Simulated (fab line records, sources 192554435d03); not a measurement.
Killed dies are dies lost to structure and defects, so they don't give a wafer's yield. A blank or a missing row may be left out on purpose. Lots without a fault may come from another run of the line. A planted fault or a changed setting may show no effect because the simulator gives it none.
fab line records | flow n5_finfet
record lots=7 wafers=21 last_day=17
route steps=1938 shown BEOL_M10@1479
lots that met no fault: from a run of the same line without faults
start_h: hours from the record's first day to the start of the lot's first wafer shown | wait_h: hours since the lot's step before | " the same as in the row above | L1.1+2: a row that stands for several wafers | - no value, or no start given | * or withheld: withheld | < > ~ a bound
route shown NAME@n: a module of which the file shows steps, and the number in the route of the first | usual: mean/standard deviation of fault-free wafers | same: alike in all rows | chamber/n: place in a boat | sites: the reading at each site | _std_site: their standard deviation | _edge_site: outer sites' mean less inner sites' | radius_mm: how far each site lies from the wafer's centre | mask NAME#n: copy n | behind: the tool/chamber that last shaped the wafer | hold: why the lot was held/for how many hours/how that ended | device: the transistor (n, p or np) that didn't switch | end of line: the same wafers' tests at the end of the route | a step without rows: its recipe alone | killed: dies lost to structure and defects at the first sort, not the wafer's yield | map: a wafer's dies, x killed, . not, _ none there
set.NAME: the setting as run; set.NAME@STEP: as run at that earlier step | model.NAME: the simulator's own value behind a step, which no gauge read
lots at some steps of the route; a table a step, a row a wafer
services: from which hour (start_h, from the record's first day; less than 0 if before it) a tool's chamber was out of use, for how many hours, and why
## steps
# step N5_BEOL_M10_SOFTBAKE_06
# recipe temp_c=110 time_s=60 resist=CAR-ArF
# step N5_BEOL_M10_EXPOSE_08
# recipe mask_id=M10 na=1.35 source_shape=dipole sigma_inner=0.411 sigma_outer=0.611 polarization=te dose_mj=53.75
# step N5_BEOL_M10_PEB_09
# recipe peb_temp_c=withheld peb_time_s=60 resist=CAR-ArF
# step N5_BEOL_M10_DEVELOP_10
# recipe develop_time_s=30 developer=TMAH resist=CAR-ArF rinse_liquid=diw dry=air_spin dev_temp_c=23
# step N5_BEOL_M10_CD_MEAS_11
# recipe target_cd_nm=64.1 landing_energy_ev=500 detector=se_inlens polarity=opening
# usual cd_nm=63.9/0.67
# columns lot.wafer tool chamber start_h wait_h cd_nm
L574.2 cd_sem-01 0 252.60 - 64.6
L574.4 " 0 " " 63.9
L574.5 " 0 " " 65.1
L586.2 cd_sem-02 0 315.45 - 63.3
L586.3 " 0 " " 63.3
L586.4 " 0 " " 63.9
L585.2 cd_sem-03 0 318.94 - 64.1
L585.3 " 0 " " 64.4
L585.6 " 0 " " 63.9
L588.1 cd_sem-01 0 324.17 - 63.9
L588.2 " 0 " " 63.1
L588.5 " 0 " " 63.7
L587.2 cd_sem-03 0 328.18 - 64.1
L587.4 " 0 " " 64.1
L587.6 " 0 " " 64.0
L589.1 cd_sem-02 0 347.90 - 63.5
L589.2 " 0 " " 62.8
L589.5 " 0 " " 63.0
L592.1 cd_sem-02 0 366.95 - 62.8
L592.3 " 0 " " 63.7
L592.5 " 0 " " 63.5
# step N5_BEOL_M10_OVL_MEAS_12
# recipe points_per_wafer=44
# usual M10_OVL=-0.4/0.71
# columns lot.wafer tool chamber start_h wait_h M10_OVL[nm]
L574.2 overlay-02 0 252.63 0.0 -0.7
L574.4 " 0 " " -0.5
L574.5 " 0 " " -2.1
L586.2 overlay-01 0 315.47 0.0 -0.6
L586.3 " 0 " " -1.0
L586.4 " 0 " " -1.5
L585.2 overlay-01 0 318.97 0.0 -0.6
L585.3 " 0 " " -0.4
L585.6 " 0 " " -0.6
L588.1 overlay-01 0 324.20 0.0 -1.1
L588.2 " 0 " " 0.8
L588.5 " 0 " " -1.2
L587.2 overlay-01 0 328.21 0.0 -0.1
L587.4 " 0 " " -0.1
L587.6 " 0 " " -0.2
L589.1 overlay-02 0 347.93 0.0 0.0
L589.2 " 0 " " -0.6
L589.5 " 0 " " -1.4
L592.1 overlay-02 0 366.98 0.0 -1.3
L592.3 " 0 " " -0.7
L592.5 " 0 " " -0.4
# step N5_BEOL_M10_INSPECT_13
# recipe mode=adi inspect_instrument=brightfield
# usual raw_defect_count=432/83
# columns lot.wafer tool chamber start_h wait_h raw_defect_count
L574.2 defect_inspect-01 - 252.65 0.0 472
L574.4 " - " " 426
L574.5 " - " " 542
L586.2 defect_inspect-02 - 315.50 0.0 523
L586.3 " - " " 604
L586.4 " - " " 627
L585.2 defect_inspect-02 - 318.99 0.0 334
L585.3 " - " " 327
L585.6 " - " " 430
L588.1 defect_inspect-01 - 324.22 0.0 532
L588.2 " - " " 378
L588.5 " - " " 436
L587.2 defect_inspect-01 - 328.24 0.0 462
L587.4 " - " " 494
L587.6 " - " " 403
L589.1 defect_inspect-01 - 347.95 0.0 494
L589.2 " - " " 483
L589.5 " - " " 446
L592.1 defect_inspect-01 - 367.01 0.0 620
L592.3 " - " " 408
L592.5 " - " " 453
# step N5_BEOL_M10_DESCUM_16
# recipe chemistry=O2 time_s=7.9 source_power_w=50 bias_power_w=20 pressure_mtorr=20 rf_frequency_hz=2.712e+07 temp_c=40 resist=CAR-ArF o2_flow_sccm=225
# usual chamber_pressure_mTorr=20.001/0.019 drypump_motor_current_A=5.8/0.53 oes_product_au=0.80/0.088 rf_vpp_V=243.9/1.3 showerhead_plenum_p_Torr=2.14/0.06 throttle_valve_pct=20.34/0.29
# columns lot.wafer tool chamber start_h wait_h chamber_pressure_mTorr drypump_motor_current_A oes_product_au rf_hours_counter_h rf_vpp_V showerhead_plenum_p_Torr throttle_valve_pct
L574.2 rie_diel-01 0 253.13 0.5 19.977 6.3 0.75 145 243.3 2.18 20.28
L574.4 " 1 " " 19.989 5.8 0.97 10 246.2 2.22 19.89
L574.5 " 0 " " 20.024 6.3 0.75 - 245.3 2.18 20.29
L586.2 rie_diel-03 1 315.53 0.0 19.975 5.5 0.68 236 242.8 2.15 20.56
L586.3 " 0 " " 19.980 5.2 0.83 79 243.6 2.10 20.16
L586.4 " 3 " " 20.012 5.9 0.77 152 241.0 2.02 20.66
L585.2 rie_diel-06 0 319.02 0.0 20.013 5.7 0.95 7 243.4 2.15 20.18
L585.3 " 3 " " 20.021 5.4 0.86 43 245.5 2.24 20.47
L585.6 " 0 " " 19.985 5.7 0.96 - 243.5 2.15 20.17
L588.1 rie_diel-01 0 324.25 0.0 20.048 6.3 0.72 173 244.8 2.17 20.33
L588.2 " 3 " " 20.011 6.6 0.85 45 241.9 2.13 20.21
L588.5 " 2 " " 20.015 5.2 0.77 - 244.4 2.17 20.16
L587.2 rie_diel-03 3 328.52 0.3 19.990 6.0 0.76 158 241.9 2.02 20.66
L587.4 " 2 " " 20.006 5.0 0.76 133 242.5 2.12 20.84
L587.6 " 1 " " 20.010 5.5 0.68 - 242.0 2.15 20.55
L589.1 rie_diel-01 0 348.01 0.1 20.020 6.3 0.72 182 245.6 2.17 20.33
L589.2 " 1 " " 20.026 5.8 0.90 46 245.3 2.21 19.95
L589.5 " 2 " " 20.010 5.3 0.78 - 244.8 2.17 20.15
L592.1 rie_diel-01 2 367.04 0.0 19.971 5.2 0.77 129 245.7 2.17 20.18
L592.3 " 0 " " 19.996 6.3 0.72 188 243.6 2.17 20.34
L592.5 " 1 " " 19.994 5.8 0.89 - 246.2 2.21 19.95
# step N5_BEOL_M10_ETCH_61
# recipe chemistry=CF4 target=SiARC target_depth_a=390 mask_material=CAR-ArF time_s=65 ion_energy_ev=80 pressure_mtorr=40 source_w=545 bias_w=36 Ar_flow_sccm=100 cf4_flow_sccm=100 ends=cleared
# usual bias_w=35.99/0.099 chamber_pressure_mTorr=40.00/0.036 drypump_motor_current_A=5.8/0.53 etch_rf_on_time_s=64.0/1.6 oes_product_au=0.69/0.073 rf_vpp_V=184.7/1.1 showerhead_plenum_p_Torr=2.19/0.066 throttle_valve_pct=15.54/0.21
# columns lot.wafer tool chamber start_h wait_h bias_w chamber_pressure_mTorr drypump_motor_current_A etch_rf_on_time_s oes_product_au rf_hours_counter_h rf_vpp_V showerhead_plenum_p_Torr throttle_valve_pct
L574.2 rie_diel-01 0 253.16 0.0 36.08 39.97 6.3 65.8 0.63 145 184.3 2.22 15.51
L574.4 " 1 " " 35.99 39.99 5.8 63.1 0.84 10 183.9 2.29 15.22
L574.5 " 0 " " 35.89 40.03 6.3 66.5 0.63 - 184.8 2.22 15.49
L586.2 rie_diel-03 1 315.57 0.0 36.05 39.98 5.5 62.5 0.59 236 183.7 2.19 15.78
L586.3 " 0 " " 35.92 40.06 5.2 66.5 0.71 79 184.7 2.15 15.37
L586.4 " 3 " " 36.01 40.03 6.0 62.7 0.66 152 182.3 2.05 15.70
L585.2 rie_diel-06 0 319.06 0.0 35.90 40.04 5.8 66.0 0.81 7 183.8 2.20 15.28
L585.3 " 3 " " 36.00 40.04 5.4 66.3 0.74 43 185.2 2.26 15.46
L585.6 " 0 " " 36.11 40.02 5.8 66.8 0.81 - 184.8 2.20 15.26
L588.1 rie_diel-01 0 324.29 0.0 35.78 39.98 6.4 66.7 0.60 173 186.0 2.21 15.56
L588.2 " 3 " " 35.91 39.99 6.6 62.7 0.74 45 183.9 2.18 15.38
L588.5 " 2 " " 35.92 40.00 5.2 62.7 0.69 - 185.1 2.25 15.50
L587.2 rie_diel-03 3 328.55 0.0 35.87 40.01 6.0 63.2 0.66 158 183.2 2.05 15.70
L587.4 " 2 " " 36.02 40.02 5.0 63.5 0.65 133 184.6 2.16 15.92
L587.6 " 1 " " 36.04 39.99 5.5 62.4 0.59 - 186.2 2.19 15.77
L589.1 rie_diel-01 0 348.05 0.0 36.11 40.01 6.3 66.3 0.60 182 184.8 2.21 15.58
L589.2 " 1 " " 36.05 40.02 5.7 63.4 0.76 46 184.7 2.28 15.28
L589.5 " 2 " " 36.07 40.00 5.2 62.3 0.68 - 184.4 2.24 15.54
L592.1 rie_diel-01 2 367.08 0.0 36.16 40.01 5.2 62.8 0.67 129 186.5 2.24 15.55
L592.3 " 0 " " 36.04 39.98 6.3 66.5 0.61 188 186.5 2.21 15.59
L592.5 " 1 " " 35.94 40.00 5.7 63.3 0.75 - 185.1 2.28 15.28
# step N5_BEOL_M10_ETCH_62
# recipe chemistry=N2/H2 target=SOC target_depth_a=1100 overetch_a=220 mask_material=SiARC temp_c=40 time_s=165 ion_energy_ev=200 pressure_mtorr=30 source_w=840 bias_w=150 n2_flow_sccm=200 h2_flow_sccm=200
# usual bias_w=150.0/0.5 chamber_pressure_mTorr=30.001/0.028 drypump_motor_current_A=5.8/0.53 n2_flow_sccm=200.1/0.62 oes_product_au=0.68/0.07 rf_vpp_V=525.5/2.1 showerhead_plenum_p_Torr=2.60/0.078 throttle_valve_pct=17.71/0.28
# columns lot.wafer tool chamber start_h wait_h bias_w chamber_pressure_mTorr drypump_motor_current_A n2_flow_sccm oes_product_au rf_hours_counter_h rf_vpp_V showerhead_plenum_p_Torr throttle_valve_pct
L574.2 rie_diel-01 0 253.21 0.0 149.3 30.007 6.3 200.5 0.63 146 527.1 2.65 17.62
L574.4 " 1 " " 149.3 29.966 5.8 200.2 0.81 10 528.0 2.69 17.13
L574.5 " 0 " " 150.2 30.002 6.4 201.0 0.63 - 526.2 2.65 17.64
L586.2 rie_diel-03 1 315.62 0.0 150.0 30.029 5.5 200.7 0.58 236 525.3 2.61 17.97
L586.3 " 0 " " 148.8 30.000 5.2 200.3 0.70 79 526.5 2.57 17.61
L586.4 " 3 " " 149.7 30.031 6.0 199.9 0.64 152 521.8 2.42 17.73
L585.2 rie_diel-06 0 319.11 0.0 149.8 30.026 5.7 200.0 0.82 7 527.3 2.60 17.50
L585.3 " 3 " " 150.0 29.991 5.4 201.5 0.74 44 526.8 2.69 17.64
L585.6 " 0 " " 150.2 30.011 5.8 200.4 0.81 - 525.1 2.60 17.48
L588.1 rie_diel-01 0 324.34 0.0 149.6 29.997 6.4 199.3 0.61 173 525.1 2.63 17.71
L588.2 " 3 " " 149.9 29.984 6.6 199.7 0.71 45 525.5 2.59 17.58
L588.5 " 2 " " 149.4 30.033 5.2 200.5 0.67 - 526.9 2.69 17.81
L587.2 rie_diel-03 3 328.60 0.0 149.5 29.962 6.0 200.5 0.64 158 522.9 2.42 17.74
L587.4 " 2 " " 149.9 29.981 5.0 200.2 0.64 133 525.2 2.56 18.29
L587.6 " 1 " " 150.7 30.037 5.5 199.5 0.57 - 526.4 2.61 17.98
L589.1 rie_diel-01 0 348.10 0.0 149.6 29.983 6.3 200.5 0.61 182 525.0 2.63 17.72
L589.2 " 1 " " 148.8 30.001 5.8 199.6 0.75 46 528.3 2.67 17.20
L589.5 " 2 " " 150.0 29.970 5.2 201.6 0.66 - 526.9 2.68 17.82
L592.1 rie_diel-01 2 367.13 0.0 150.1 29.991 5.2 199.7 0.65 129 528.3 2.68 17.85
L592.3 " 0 " " 149.9 30.032 6.3 200.8 0.60 188 526.2 2.63 17.72
L592.5 " 1 " " 150.5 30.052 5.8 200.3 0.74 - 527.3 2.67 17.19
# step N5_BEOL_M10_STRIP_68
# recipe chemistry=N2/H2 temp_c=40 n2_flow_sccm=200 h2_flow_sccm=200 rf_frequency_hz=6e+07
# step N5_BEOL_M10_STRIP_67
# recipe chemistry=CF4 resist=SiARC power_w=300 bias_power_w=75 pressure_mtorr=50 cf4_flow_sccm=150 rf_frequency_hz=6e+07
# usual chamber_pressure_mTorr=50.00/0.05 drypump_motor_current_A=5.8/0.53 oes_product_au=0.80/0.082 rf_vpp_V=272.0/1.3 showerhead_plenum_p_Torr=1.83/0.058 throttle_valve_pct=13.51/0.22
# columns lot.wafer tool chamber start_h wait_h chamber_pressure_mTorr drypump_motor_current_A oes_product_au rf_hours_counter_h rf_vpp_V showerhead_plenum_p_Torr throttle_valve_pct
L574.2 rie_diel-01 0 253.36 0.0 49.99 6.2 0.75 146 273.1 1.85 13.49
L574.4 " 1 " " 49.97 5.8 0.95 10 275.0 1.92 13.14
L574.5 " 0 " " 50.05 6.3 0.74 - 271.6 1.85 13.49
L586.2 rie_diel-03 1 315.76 0.0 49.91 5.5 0.69 236 273.2 1.85 13.84
L586.3 " 0 " " 50.00 5.2 0.83 79 269.3 1.81 13.37
L586.4 " 3 " " 50.00 5.9 0.77 152 269.1 1.71 13.61
L585.2 rie_diel-06 0 319.25 0.0 49.99 5.7 0.96 7 272.5 1.84 13.20
L585.3 " 3 " " 50.04 5.4 0.87 44 274.2 1.89 13.40
L585.6 " 0 " " 49.94 5.7 0.96 - 272.2 1.84 13.18
L588.1 rie_diel-01 0 324.48 0.0 50.02 6.3 0.73 173 272.5 1.85 13.56
L588.2 " 3 " " 50.07 6.6 0.85 45 272.5 1.83 13.36
L588.5 " 2 " " 50.05 5.2 0.78 - 272.6 1.88 13.50
L587.2 rie_diel-03 3 328.75 0.0 50.03 5.9 0.76 158 268.3 1.70 13.65
L587.4 " 2 " " 50.03 5.0 0.76 133 271.6 1.80 13.85
L587.6 " 1 " " 50.02 5.5 0.68 - 272.0 1.85 13.83
L589.1 rie_diel-01 0 348.24 0.0 49.95 6.3 0.72 182 272.9 1.84 13.57
L589.2 " 1 " " 49.98 5.7 0.88 46 272.1 1.91 13.21
L589.5 " 2 " " 49.98 5.2 0.78 - 273.6 1.88 13.53
L592.1 rie_diel-01 2 367.27 0.0 50.05 5.2 0.77 129 272.5 1.88 13.53
L592.3 " 0 " " 50.14 6.3 0.72 188 270.3 1.84 13.57
L592.5 " 1 " " 50.01 5.8 0.86 - 272.8 1.90 13.22
# step N5_BEOL_M10_HM_OPEN_17
# recipe chemistry=Cl2/BCl3 target_depth_a=200 overetch_a=60 target=TiN mask_material=SOC ion_energy_ev=150 pressure_mtorr=10 icp_w=1000 bias_w=126 Cl2_flow_sccm=53.25 bcl3_flow_sccm=21.75 Ar_flow_sccm=25
# usual bcl3_flow_sccm=21.74/0.065 bias_w=125.9/0.39 chamber_pressure_mTorr=9.999/0.0093 drypump_motor_current_A=5.8/0.4 he_backside_leak_sccm=3.4/0.31 oes_product_au=0.64/0.058 throttle_valve_pct=22.23/0.27
# columns lot.wafer tool chamber start_h wait_h bcl3_flow_sccm bias_w chamber_pressure_mTorr drypump_motor_current_A he_backside_leak_sccm oes_product_au rf_hours_counter_h throttle_valve_pct model.SOC_of_BEOL_M10_COAT_59.thk_nm
L574.2 rie_metal-02 1 253.40 0.0 21.93 125.9 10.011 5.4 3.5 0.59 83 22.10 91.8
L574.4 " 1 " " 21.82 125.3 9.982 5.4 3.5 0.58 - 22.12 91.8
L574.5 " 0 " " 21.82 125.5 10.002 5.6 3.3 0.65 - 22.38 91.8
L586.2 rie_metal-01 0 315.80 0.0 21.73 126.0 10.008 5.6 3.3 0.68 29 21.93 92.4
L586.3 " 1 " " 21.72 126.5 10.009 6.0 3.5 0.55 - 22.77 92.4
L586.4 " 0 " " 21.77 126.2 10.001 5.7 3.3 0.69 - 21.92 92.2
L585.2 rie_metal-03 1 319.30 0.0 - - - - - - - - 100
L585.3 " 1 " " - - - - - - - - 99.8
L585.6 " 1 " " - - - - - - - - 99.4
L588.1 rie_metal-01 0 324.55 0.1 - - - - - - - - 99.8
L588.2 " 1 " " - - - - - - - - 99.8
L588.5 " 0 " " - - - - - - - - 99.8
L587.2 rie_metal-02 1 328.79 0.0 - - - - - - - - 100.2
L587.4 " 0 " " - - - - - - - - 100.4
L587.6 " 0 " " - - - - - - - - 100.4
L589.1 rie_metal-01 1 348.28 0.0 21.83 125.8 10.004 6.1 3.3 0.53 107 22.78 91.8
L589.2 " 0 " " 21.79 125.9 9.977 5.7 3.3 0.68 32 21.92 91.8
L589.5 " 1 " " 21.78 125.5 9.998 6.1 3.4 0.54 - 22.80 92
L592.1 rie_metal-03 0 367.31 0.0 21.82 126.5 9.998 6.6 6.4 0.68 39 22.21 91.8
L592.3 " 1 " " 21.64 125.7 9.991 5.9 3.6 0.64 - 22.12 92
L592.5 " 1 " " 21.69 126.1 9.993 5.9 3.5 0.64 - 22.12 92.2
# step N5_BEOL_M10_STRIP_19
# recipe chemistry=O2 power_w=400 temp_c=40 pressure_mtorr=30 rf_frequency_hz=6e+07 bias_power_w=0 overash_fraction=0.2 o2_flow_sccm=225
# usual chamber_pressure_mTorr=30.00/0.037 drypump_motor_current_A=5.8/0.53 oes_product_au=0.83/0.092 rf_vpp_V=3.6/0.65 showerhead_plenum_p_Torr=2.15/0.062 throttle_valve_pct=16.54/0.25
# same overash_fraction=0.2
# columns lot.wafer tool chamber start_h wait_h chamber_pressure_mTorr drypump_motor_current_A oes_product_au rf_hours_counter_h rf_vpp_V showerhead_plenum_p_Torr throttle_valve_pct
L574.2 rie_diel-06 1 253.51 0.1 30.06 6.6 0.70 227 3.9 2.17 16.85
L574.4 " 2 " " 30.02 6.3 0.99 - 4.0 2.04 16.24
L574.5 " 0 " " 30.09 5.7 0.68 - 4.0 2.16 16.80
L586.2 rie_diel-06 2 315.91 0.1 30.03 6.3 0.93 30 2.6 2.03 16.26
L586.3 " 3 " " 30.01 5.4 0.86 42 3.9 2.24 16.66
L586.4 " 0 " " 30.00 5.8 0.97 - 2.7 2.16 16.35
L585.2 rie_diel-01 3 319.41 0.1 29.95 6.6 0.85 44 4.1 2.14 16.42
L585.3 " 1 " " 29.98 5.7 0.91 36 3.1 2.22 16.19
L585.6 " 0 " " 29.97 6.2 0.72 - 3.9 2.18 16.65
L588.1 rie_diel-06 2 324.66 0.1 29.94 6.3 0.93 34 3.8 2.03 16.28
L588.2 " 3 " " 30.04 5.4 0.86 46 2.5 2.24 16.64
L588.5 " 3 " " 30.00 5.4 0.86 - 4.6 2.24 16.67
L587.2 rie_diel-03 0 328.91 0.1 29.99 5.2 0.81 85 3.8 2.10 16.42
L587.4 " 1 " " 29.98 5.5 0.68 239 4.3 2.15 16.84
L587.6 " 1 " " 30.01 5.5 0.68 - 3.7 2.15 16.83
L589.1 rie_diel-03 0 348.47 0.2 30.01 5.2 0.81 90 5.2 2.10 16.44
L589.2 " 3 " " 29.96 6.0 0.75 164 4.2 2.02 16.91
L589.5 " 3 " " 30.05 5.9 0.76 - 3.1 2.02 16.89
L592.1 rie_diel-06 2 367.42 0.1 29.99 6.3 0.90 50 4.2 2.03 16.30
L592.3 " 0 " " 29.94 5.7 0.90 25 2.9 2.15 16.37
L592.5 " 2 " " 29.92 6.3 0.89 - 3.8 2.03 16.30
# step N5_BEOL_M10_CD_MEAS_18
# recipe pitch_nm=140 target_cd_nm=70
# usual cd_nm=69.8/0.69
# columns lot.wafer tool chamber start_h wait_h cd_nm
L574.2 cd_sem-01 - 253.58 0.1 70.9
L574.4 " - " " 69.7
L574.5 " - " " 71.0
L586.2 cd_sem-03 - 315.99 0.1 70.0
L586.3 " - " " 69.4
L586.4 " - " " 69.6
L585.2 cd_sem-03 - 319.48 0.1 -
L585.3 " - " " -
L585.6 " - " " -
L588.1 cd_sem-03 - 324.73 0.0 -
L588.2 " - " " -
L588.5 " - " " -
L587.2 cd_sem-03 - 328.98 0.1 -
L587.4 " - " " -
L587.6 " - " " -
L589.1 cd_sem-01 - 348.54 0.0 69.9
L589.2 " - " " 69.2
L589.5 " - " " 69.3
L592.1 cd_sem-03 - 367.49 0.0 69.6
L592.3 " - " " 70.2
L592.5 " - " " 69.3
# step N5_BEOL_M10_COAT_63
# recipe resist=SOC temp_c=250 time_s=60 spin_rpm=1500 resist_thk_nm=100
## services
# columns tool chamber start_h hours kind
rie_diel-06 - 233.19 15.6 pm
rie_diel-06 3 251.02 9.4 repair
rie_diel-03 3 259.60 4.2 repair
rie_diel-06 0 263.94 4.2 repair
rie_diel-06 - 277.23 4.3 pm
rie_diel-06 0 284.94 - clean
rie_diel-06 0 284.94 - consumable_replace:focus_ring
rie_diel-06 0 284.94 15.1 scheduled_down
rie_diel-06 0 284.94 15.1 vent_cycle
rie_metal-02 1 285.23 5.5 repair
rie_diel-01 0 287.50 1.8 repair
rie_diel-03 0 303.24 7.5 repair
rie_diel-06 2 309.91 2.8 repair
rie_metal-03 - 310.55 1.4 pm
rie_diel-06 1 313.78 - clean
rie_diel-06 1 313.78 - consumable_replace:focus_ring
rie_diel-06 1 313.78 20.5 scheduled_down
rie_diel-06 1 313.78 20.5 vent_cycle
rie_diel-03 1 321.25 4.6 repair
rie_metal-03 - 347.73 2.8 pm
rie_diel-03 1 363.70 - clean
rie_diel-03 1 363.70 - consumable_replace:focus_ring
rie_diel-03 1 363.70 16.3 scheduled_down
rie_diel-03 1 363.70 16.3 vent_cycle
## key
first_sign step=N5_BEOL_M10_HM_OPEN_17 reading=tool_record direction=missing
effect step=N5_BEOL_M10_CD_MEAS_18 reading=cd_nm direction=missing
model_effect step=N5_BEOL_M10_HM_OPEN_17 value=SOC_of_BEOL_M10_COAT_59.thk_nm without=92.13 struck=99.96
met_at N5_BEOL_M10_HM_OPEN_17
struck_wafers L585.2,L585.3,L585.6,L587.2,L587.4,L587.6,L588.1,L588.2,L588.5
later_rows_left_out L585.2,L585.3,L585.6,L587.2,L587.4,L587.6,L588.1,L588.2,L588.5
sort_left_out L585.2,L585.3,L585.6,L587.2,L587.4,L587.6,L588.1,L588.2,L588.5
onset_between 315.80 319.30
fault kind=skipped_step_whole tool=rie_metal-01,rie_metal-02,rie_metal-03 chamber=- onset_h=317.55 steps=N5_BEOL_M10_HM_OPEN_17 scope=struck_lots_only
# sort_left_out: the simulated sort isn't trusted on such a fault, so these wafers' sort isn't shown, and their yield isn't known
# later_rows_left_out: the simulator's readings of these wafers behind a module that went badly wrong aren't trusted and aren't shown, but for the sort
